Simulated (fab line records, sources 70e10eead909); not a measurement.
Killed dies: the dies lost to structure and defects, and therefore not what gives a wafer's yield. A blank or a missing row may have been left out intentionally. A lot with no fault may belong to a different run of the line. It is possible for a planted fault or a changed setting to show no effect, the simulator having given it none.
The tool behind it: which one? :: flow nand-harc :: 11 lots, 33 wafers sampled, at 4 steps of a route of 1159

== WHAT THE GAUGES READ, wafer by wafer ==
NHARC_P_CONTACT_CD_MEAS_12 targets a cd of 90 nm.
lot: L112
measured: day 6 00:12
on: cd-sem-03
cd-nm (nm): 90.4 89.0 89.8

lot: L114
measured: day 6 15:03
on: cd-sem-01
cd-nm (nm): 97.9 98.2 97.8

lot: L117
measured: day 6 21:28
on: cd-sem-03
cd-nm (nm): 90.4 89.7 90.7

lot: L123
measured: day 8 22:18
on: cd-sem-03
cd-nm (nm): 90.8 89.2 89.0

lot: L127
measured: day 9 16:50
on: cd-sem-03
cd-nm (nm): 88.8 90.2 89.1

lot: L128
measured: day 9 17:00
on: cd-sem-03
cd-nm (nm): 90.0 89.0 89.3

lot: L131
measured: day 10 06:21
on: cd-sem-03
cd-nm (nm): 88.4 88.7 88.8

lot: L130
measured: day 10 06:58
on: cd-sem-01
cd-nm (nm): 90.6 91.2 89.8

lot: L132
measured: day 10 17:17
on: cd-sem-02
cd-nm (nm): 88.6 90.0 89.2

lot: L133
measured: day 11 00:20
on: cd-sem-03
cd-nm (nm): 88.7 89.1 89.3

lot: L134
measured: day 11 14:37
on: cd-sem-03
cd-nm (nm): 90.2 90.0 89.8

== TOOL THAT RAN EACH LOT (tool first, then ch and the chambers of the sampled wafers, then the start) ==
lot: L112
NHARC_P_GATE_DESCUM_93: rie-diel-07 ch 2,3, day 5 19:17
NHARC_P_GATE_RTA_82: rtp-anneal-01 ch 0, day 5 22:10
NHARC_P_CONTACT_EXPOSE_09: arfi-scanner-02 ch 0, day 6 00:04

lot: L114
NHARC_P_GATE_DESCUM_93: rie-diel-07 ch 1,2, day 6 10:18
NHARC_P_GATE_RTA_82: rtp-anneal-01 ch 0, day 6 13:16
NHARC_P_CONTACT_EXPOSE_09: arfi-scanner-02 ch 0, day 6 14:55

lot: L117
NHARC_P_GATE_DESCUM_93: rie-diel-07 ch 0,1, day 6 16:52
NHARC_P_GATE_RTA_82: rtp-anneal-02 ch 0, day 6 19:40
NHARC_P_CONTACT_EXPOSE_09: arfi-scanner-01 ch 0, day 6 21:20

lot: L123
NHARC_P_GATE_DESCUM_93: rie-diel-07 ch 1,2,3, day 8 17:10
NHARC_P_GATE_RTA_82: rtp-anneal-01 ch 0, day 8 20:35
NHARC_P_CONTACT_EXPOSE_09: arfi-scanner-01 ch 0, day 8 22:10

lot: L127
NHARC_P_GATE_DESCUM_93: rie-diel-07 ch 1,2, day 9 11:56
NHARC_P_GATE_RTA_82: rtp-anneal-01 ch 0, day 9 15:02
NHARC_P_CONTACT_EXPOSE_09: arfi-scanner-03 ch 0, day 9 16:41

lot: L128
NHARC_P_GATE_DESCUM_93: rie-diel-05 ch 1,2, day 9 12:17
NHARC_P_GATE_RTA_82: rtp-anneal-01 ch 0, day 9 15:14
NHARC_P_CONTACT_EXPOSE_09: arfi-scanner-01 ch 0, day 9 16:52

lot: L131
NHARC_P_GATE_DESCUM_93: rie-diel-05 ch 0,1,3, day 10 01:39
NHARC_P_GATE_RTA_82: rtp-anneal-02 ch 0, day 10 04:38
NHARC_P_CONTACT_EXPOSE_09: arfi-scanner-01 ch 0, day 10 06:13

lot: L130
NHARC_P_GATE_DESCUM_93: rie-diel-05 ch 0,1,2, day 10 02:09
NHARC_P_GATE_RTA_82: rtp-anneal-02 ch 0, day 10 04:58
NHARC_P_CONTACT_EXPOSE_09: arfi-scanner-02 ch 0, day 10 06:50

lot: L132
NHARC_P_GATE_DESCUM_93: rie-diel-05 ch 0,3, day 10 12:20
NHARC_P_GATE_RTA_82: rtp-anneal-01 ch 0, day 10 15:18
NHARC_P_CONTACT_EXPOSE_09: arfi-scanner-02 ch 0, day 10 17:08

lot: L133
NHARC_P_GATE_DESCUM_93: rie-diel-05 ch 0,1,2, day 10 19:52
NHARC_P_GATE_RTA_82: rtp-anneal-02 ch 0, day 10 22:39
NHARC_P_CONTACT_EXPOSE_09: arfi-scanner-02 ch 0, day 11 00:12

lot: L134
NHARC_P_GATE_DESCUM_93: rie-diel-07 ch 0,1, day 11 10:04
NHARC_P_GATE_RTA_82: rtp-anneal-01 ch 0, day 11 12:48
NHARC_P_CONTACT_EXPOSE_09: arfi-scanner-03 ch 0, day 11 14:29
- NHARC_P_GATE_DESCUM_93: chemistry O2, time 3 s.
- NHARC_P_GATE_RTA_82: time 30 s.
- NHARC_P_CONTACT_EXPOSE_09: exposes mask P CA, target cd 90 nm.

== THE ANSWER, worked out from the rows above alone ==
Rule: the usual values come from the lots themselves. The widest of any qualifying gaps counts: lots, ordered by their means at a reading, are off when they make up no more than a third of the lots, leave a main group of 4 or more, and stand apart from it by 3 or more times the standard deviation of that group's means. Not used: any main group whose means are identical at the precision the tables above print for the reading. Also off: a lot with no number at a reading for which 4 or more lots have one. All remaining lots with rows at the step are treated as sound.
Off at NHARC_P_CONTACT_CD_MEAS_12 (cd-nm): L114. The main group has a mean of 89.6 nm with a standard deviation of 0.54.
If a tool, at a process step before that reading, ran all the lots that are off and no sound lot after the first of them, it fits. Gauges at NHARC_P_CONTACT_CD_MEAS_12: tried the same way as those tools. Of those tried, none fits.

== WHAT THE SIMULATOR HAD INSERTED ==
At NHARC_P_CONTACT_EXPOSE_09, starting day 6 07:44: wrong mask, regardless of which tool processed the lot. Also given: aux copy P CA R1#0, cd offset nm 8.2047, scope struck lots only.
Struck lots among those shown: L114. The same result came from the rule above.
